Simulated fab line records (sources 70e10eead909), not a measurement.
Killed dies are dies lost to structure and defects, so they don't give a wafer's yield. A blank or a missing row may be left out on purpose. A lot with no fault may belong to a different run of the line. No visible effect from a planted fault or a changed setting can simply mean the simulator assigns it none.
Chamber matching || flow nand_harc || NHARC_A_BLC_ALD_23 on ald_metal-03 has 4 sister chambers
The step deposits TiN, target thk 3 nm, pulse time 1 s, ald cycles 150. 4 wafers are shown with their chamber, then 8 later ones without.

## WAFERS PAIRED WITH THEIR CHAMBERS
{"wafer": "L085.6", "chamber": 2, "heater_power_w (W)": 1119}
{"wafer": "L087.5", "chamber": 0, "heater_power_w (W)": 1238}
{"wafer": "L087.6", "chamber": 3, "heater_power_w (W)": 1111}
{"wafer": "L086.2", "chamber": 1, "heater_power_w (W)": 1101}

## WAFERS WITH NO CHAMBER GIVEN
{"wafer": "L086.5", "heater_power_w (W)": 1081}
{"wafer": "L086.6", "heater_power_w (W)": 1054}
{"wafer": "L089.1", "heater_power_w (W)": 1206}
{"wafer": "L089.4", "heater_power_w (W)": 1095}
{"wafer": "L089.5", "heater_power_w (W)": 1101}
{"wafer": "L094.2", "heater_power_w (W)": 1181}
{"wafer": "L094.3", "heater_power_w (W)": 1042}
{"wafer": "L094.4", "heater_power_w (W)": 1075}

## WHICH CHAMBER EACH ONE RAN IN
{"wafer": "L086.5", "from the rows above": "can't be placed: 1 or 3 or 2", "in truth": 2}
{"wafer": "L086.6", "from the rows above": "can't be placed: 1 or 3 or 2", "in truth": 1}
{"wafer": "L089.1", "from the rows above": "can't be placed: 0 or 2 or 3 or 1", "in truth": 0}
{"wafer": "L089.4", "from the rows above": "can't be placed: 1 or 3 or 2", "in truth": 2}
{"wafer": "L089.5", "from the rows above": "can't be placed: 1 or 3 or 2", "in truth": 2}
{"wafer": "L094.2", "from the rows above": "can't be placed: 0 or 2 or 3 or 1", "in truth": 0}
{"wafer": "L094.3", "from the rows above": "can't be placed: 1 or 3 or 2", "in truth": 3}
{"wafer": "L094.4", "from the rows above": "can't be placed: 1 or 3 or 2", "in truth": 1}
Correct placement for 0 of the 8. Can't be placed from these rows: 8 (the true chamber is among the candidates in 8). Number placed wrongly: 0.
How it was worked out, from the rows above alone: a wafer's distance from a chamber is the root of the sum, over the readings, of the square of ((its reading less the chamber's mean) divided by the reading's scatter). If the next closest chamber is less than 2 further off than the closest, the wafer can't be placed; otherwise it belongs to the closest. A chamber's mean is the mean of its shown wafers. The scatter: with one shown wafer a chamber, the root of the mean of the squares of how far each hidden wafer lies from its nearest shown one.
